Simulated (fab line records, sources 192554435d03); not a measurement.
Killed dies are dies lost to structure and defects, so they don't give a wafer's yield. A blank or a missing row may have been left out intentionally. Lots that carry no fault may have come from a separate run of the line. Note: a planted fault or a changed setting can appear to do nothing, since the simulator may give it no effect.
Which tool was responsible? | flow n5_finfet | 10 lots with 29 wafers sampled at 5 steps, on a route of 1938 steps

== WHAT EACH GAUGE READ, for each wafer ==
No reading from a measuring or inspecting step in the record can be judged against a usual standard deviation.

== WHAT TOOL EACH LOT RAN ON (gives the tool, then ch and the chambers of the sampled wafers, and finally the start) ==
lot  | N5_HKMG_FIN_ETCH_31               | N5_MIM_TOP_ETCH_PECVD_03        | N5_MIM_BOT_ETCH_ETCH_00           | N5_PASSIVATION_PECVD_55         | N5_PASSIVATION_PROBE_49
L879 | rie_diel-05 ch 1,3, day 4 03:27   | pecvd-02 ch 0,1, day 11 19:49   | rie_metal-02 ch 0,1, day 11 20:37 | pecvd-01 ch 0,2, day 11 21:16   | -
L880 | rie_diel-03 ch 1,2,3, day 4 10:42 | pecvd-01 ch 0,1,2, day 12 01:37 | rie_metal-01 ch 0,1, day 12 02:21 | pecvd-03 ch 0,1, day 12 02:58   | -
L881 | rie_diel-05 ch 3, day 4 17:17     | pecvd-04 ch 0,1, day 13 01:17   | rie_metal-03 ch 0, day 13 02:31   | pecvd-04 ch 0,2, day 13 03:13   | -
L882 | rie_diel-03 ch 0,2, day 4 19:58   | pecvd-04 ch 1,2, day 13 00:30   | rie_metal-03 ch 0,1, day 13 01:50 | pecvd-01 ch 0,2, day 13 02:37   | -
L884 | rie_diel-03 ch 0,1, day 5 12:55   | pecvd-01 ch 1,2, day 13 06:37   | rie_metal-02 ch 0, day 13 08:53   | pecvd-01 ch 1,2, day 13 09:34   | -
L885 | rie_diel-05 ch 0,1,2, day 5 15:40 | pecvd-04 ch 0,2, day 13 19:16   | rie_metal-02 ch 0,1, day 13 20:43 | pecvd-01 ch 0,2, day 13 21:26   | -
L888 | rie_diel-03 ch 0,1,2, day 6 10:10 | pecvd-01 ch 0,1,2, day 13 23:34 | rie_metal-03 ch 0,1, day 14 00:23 | pecvd-03 ch 0,1, day 14 01:01   | -
L895 | rie_diel-03 ch 0,2,3, day 8 05:35 | pecvd-04 ch 0,2, day 16 08:08   | rie_metal-01 ch 0,1, day 16 08:49 | pecvd-03 ch 0,1,2, day 16 09:32 | prober-02, day 16 20:46
L897 | rie_diel-03 ch 0,1,3, day 8 16:17 | pecvd-01 ch 0,1, day 17 01:23   | rie_metal-02 ch 0,1, day 17 02:04 | pecvd-01 ch 0,1, day 17 02:43   | prober-01, day 17 14:02
L899 | rie_diel-03 ch 0,1,3, day 9 06:55 | pecvd-04 ch 0,1,2, day 17 18:47 | rie_metal-03 ch 0,1, day 17 19:30 | pecvd-04 ch 1,2, day 17 20:08   | prober-02, day 18 03:32
- N5_HKMG_FIN_ETCH_31: etches SiARC in CF4, target depth 45.5 nm, time 75.8 s.
- N5_MIM_TOP_ETCH_PECVD_03: deposits SiNx from SiH4/NH3/N2, target thk 20 nm, time 17.6 s.
- N5_MIM_BOT_ETCH_ETCH_00: etches TiN in Cl2/BCl3, target depth 45.5 nm.
- N5_PASSIVATION_PECVD_55: deposits SiO2 from SiH4/N2O, target thk 400 nm, time 22.5 s.
- N5_PASSIVATION_PROBE_49

== WHAT THE TOOLS THEMSELVES READ (means of the sampled wafers that have a number; where no wafer has one, the mark that the record gives instead) ==
N5_HKMG_FIN_ETCH_31. Usual: bias_w 36.00 W, standard deviation 0.098; drypump_motor_current_A 5.5 A, standard deviation 0.41; etch_rf_on_time_s 75.9 s, standard deviation 2.5; mfc_ar_sccm 100.0 sccm, standard deviation 0.32; oes_product_au 0.68 a.u., standard deviation 0.082; rf_vpp_V 184.1 V, standard deviation 1.3; showerhead_plenum_p_Torr 2.15 Torr, standard deviation 0.087; throttle_valve_pct 15.64 %, standard deviation 0.29.
lot  | tool        | bias_w (W) | drypump_motor_current_A (A) | etch_rf_on_time_s (s) | mfc_ar_sccm (sccm) | oes_product_au (a.u.) | rf_vpp_V (V) | showerhead_plenum_p_Torr (Torr) | throttle_valve_pct (%) | flag
L879 | rie_diel-05 | 35.96      | 6.1                         | 76.3                  | 100.1              | 0.64                  | 183.6        | 2.11                            | 15.64                  |
L880 | rie_diel-03 | 35.97      | 5.5                         | 74.2                  | 100.1              | 0.71                  | 183.3        | 2.19                            | 15.53                  |
L881 | rie_diel-05 | 36.03      | 6.3                         | 76.3                  | 100.2              | 0.60                  | 184.3        | 2.13                            | 15.66                  |
L882 | rie_diel-03 | 36.02      | 5.8                         | 74.6                  | 99.9               | 0.75                  | 183.9        | 2.21                            | 15.49                  |
L884 | rie_diel-03 | 35.88      | 5.3                         | 76.7                  | 100.0              | 0.61                  | 183.3        | 2.04                            | 15.95                  |
L885 | rie_diel-05 | 36.01      | 5.4                         | 75.1                  | 100.0              | 0.70                  | 184.2        | 2.12                            | 15.58                  |
L888 | rie_diel-03 | 36.05      | 5.5                         | 74.9                  | 100.1              | 0.67                  | 184.0        | 2.12                            | 15.72                  |
L895 | rie_diel-03 | 36.00      | 5.6                         | 77.5                  | 100.0              | 0.69                  | 184.8        | 2.19                            | 15.61                  |
L897 | rie_diel-03 | 35.90      | 5.3                         | 76.7                  | 99.9               | 0.70                  | 184.9        | 2.19                            | 15.66                  |
L899 | rie_diel-03 | 36.04      | 5.3                         | 77.5                  | 100.1              | 0.70                  | 184.4        | 2.19                            | 15.67                  |

N5_MIM_TOP_ETCH_PECVD_03. Usual: heater_power_w 711 W, standard deviation 75; showerhead_plenum_p_Torr 5.12 Torr, standard deviation 0.05; throttle_valve_pct 40 %, standard deviation 3.2.
lot  | tool     | heater_power_w (W) | showerhead_plenum_p_Torr (Torr) | throttle_valve_pct (%) | flag
L879 | pecvd-02 | 785                | 5.10                            | 42                     |
L880 | pecvd-01 | 716                | 5.15                            | 39                     |
L881 | pecvd-04 | 642                | 5.09                            | 42                     |
L882 | pecvd-04 | 634                | 5.14                            | 38                     |
L884 | pecvd-01 | 735                | 5.19                            | 38                     |
L885 | pecvd-04 | 625                | 5.07                            | 41                     |
L888 | pecvd-01 | 716                | 5.15                            | 39                     |
L895 | pecvd-04 | 624                | 5.08                            | 42                     |
L897 | pecvd-01 | 744                | 5.11                            | 40                     |
L899 | pecvd-04 | 667                | 5.10                            | 40                     |

N5_MIM_BOT_ETCH_ETCH_00. Usual: bias_w 126.0 W, standard deviation 0.35; drypump_motor_current_A 5.7 A, standard deviation 0.5; mfc_ar_sccm 25.00 sccm, standard deviation 0.083; oes_product_au 0.85 a.u., standard deviation 0.1; throttle_valve_pct 21.85 %, standard deviation 0.28.
lot  | tool         | bias_w (W) | drypump_motor_current_A (A) | mfc_ar_sccm (sccm) | oes_product_au (a.u.) | throttle_valve_pct (%) | flag
L879 | rie_metal-02 | 126.0      | 6.4                         | 25.00              | 0.94                  | 21.86                  |
L880 | rie_metal-01 | 125.9      | 5.1                         | 24.87              | 0.69                  | 21.74                  |
L881 | rie_metal-03 | 125.9      | 5.9                         | 25.05              | 0.66                  | 22.52                  |
L882 | rie_metal-03 | 126.0      | 5.6                         | 24.98              | 0.81                  | 22.14                  |
L884 | rie_metal-02 | 126.0      | 6.5                         | 25.02              | 0.91                  | 21.87                  |
L885 | rie_metal-02 | 126.0      | 6.3                         | 25.05              | 0.90                  | 21.85                  |
L888 | rie_metal-03 | 126.0      | 5.6                         | 25.06              | 0.80                  | 22.16                  |
L895 | rie_metal-01 | 126.0      | 5.5                         | 25.01              | 0.83                  | 21.55                  |
L897 | rie_metal-02 | 126.3      | 6.4                         | 25.09              | 0.85                  | 21.91                  |
L899 | rie_metal-03 | 126.3      | 5.6                         | 24.99              | 0.86                  | 22.01                  |

N5_PASSIVATION_PECVD_55. Usual: heater_power_w 641 W, standard deviation 130; showerhead_plenum_p_Torr 8.16 Torr, standard deviation 0.088; throttle_valve_pct 52 %, standard deviation 3.9.
lot  | tool     | heater_power_w (W) | showerhead_plenum_p_Torr (Torr) | throttle_valve_pct (%) | flag
L879 | pecvd-01 | 629                | 8.19                            | 47                     |
L880 | pecvd-03 | 825                | 8.19                            | 53                     |
L881 | pecvd-04 | 544                | 8.09                            | 51                     |
L882 | pecvd-01 | 577                | 8.13                            | 48                     |
L884 | pecvd-01 | 554                | 8.25                            | 52                     |
L885 | pecvd-01 | 654                | 8.12                            | 48                     |
L888 | pecvd-03 | 816                | 8.25                            | 53                     |
L895 | pecvd-03 | 782                | 8.20                            | 53                     |
L897 | pecvd-01 | 552                | 8.19                            | 53                     |
L899 | pecvd-04 | 579                | 8.16                            | 48                     |

N5_PASSIVATION_PROBE_49. Usual: defect_limited_yield 91.0 %, standard deviation 1.4; killed_at_M0_to_M3 35, standard deviation 10; killed_at_M4_up 14, standard deviation 5.5; killed_at_contacts 13, standard deviation 5.6; killed_at_front_end 41, standard deviation 11; killed_at_other 4, standard deviation 3.4; killed_dies 106, standard deviation 16; killed_open 68, standard deviation 12; killed_short 35, standard deviation 7.3; sort_bin_4_leakage 0.3 %, standard deviation 2.1; sort_bin_5_function 5.3 %, standard deviation 0.89; sort_bin_6_memory 3.4 %, standard deviation 0.67; sort_n_pass 1070, standard deviation 28; sort_yield_pct 90.7 %, standard deviation 2.4.
lot  | tool      | defect_limited_yield (%) | killed_at_M0_to_M3 | killed_at_M4_up | killed_at_contacts | killed_at_front_end | killed_at_other | killed_dies | killed_open | killed_short | sort_bin_4_leakage (%) | sort_bin_5_function (%) | sort_bin_6_memory (%) | sort_n_pass | sort_yield_pct (%) | flag
L895 | prober-02 | 89.8                     | 56                 | 13              | 16                 | 31                  | 4               | 120         | 74          | 39           | 0.0                    | 5.8                     | 3.5                   | 1060        | 89.8               |
L897 | prober-01 | 87.7                     | 24                 | 13              | 8                  | 95                  | 5               | 145         | 55          | 39           | 0.0                    | 7.4                     | 3.3                   | 1035        | 87.7               | OFF
L899 | prober-02 | 86.5                     | 31                 | 13              | 18                 | 94                  | 3               | 160         | 66          | 39           | 0.0                    | 8.0                     | 3.8                   | 1020        | 86.5               | OFF

== THE ANSWER, worked out from the rows above alone ==
Rule: a lot counts as off when the mean over its wafers that have a number is more than 3 standard deviations away from the usual mean. Also off: a lot with no number at a reading for which 4 or more lots have one. Any other lot the step has rows for is counted as sound. First the gauges in route order, then the tools' own readings, where a lot's mean is used as printed above. At the first step where some lot is off, the reading lying furthest off is the one used; lots without a number count as furthest.
Off, at N5_PASSIVATION_PROBE_49 on killed_at_front_end: L897, L899. Neither off nor sound, because the step has no rows for them: L879, L880, L881, L882, L884, L885, L888.
If a tool, at that step or one of the process steps before it, ran each lot that is off and ran no sound lot following the first of them, it fits. One fits: N5_HKMG_FIN_ETCH_31 on rie_diel-03. A fault onset in the window from L895 (day 8 05:35, its last sound lot) to L897 (day 8 16:17, its first lot off) fits.

== WHAT THE SIMULATOR PUT IN ==
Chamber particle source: rie_diel-03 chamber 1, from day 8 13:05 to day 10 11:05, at N5_HKMG_FIN_ETCH_31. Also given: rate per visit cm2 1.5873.
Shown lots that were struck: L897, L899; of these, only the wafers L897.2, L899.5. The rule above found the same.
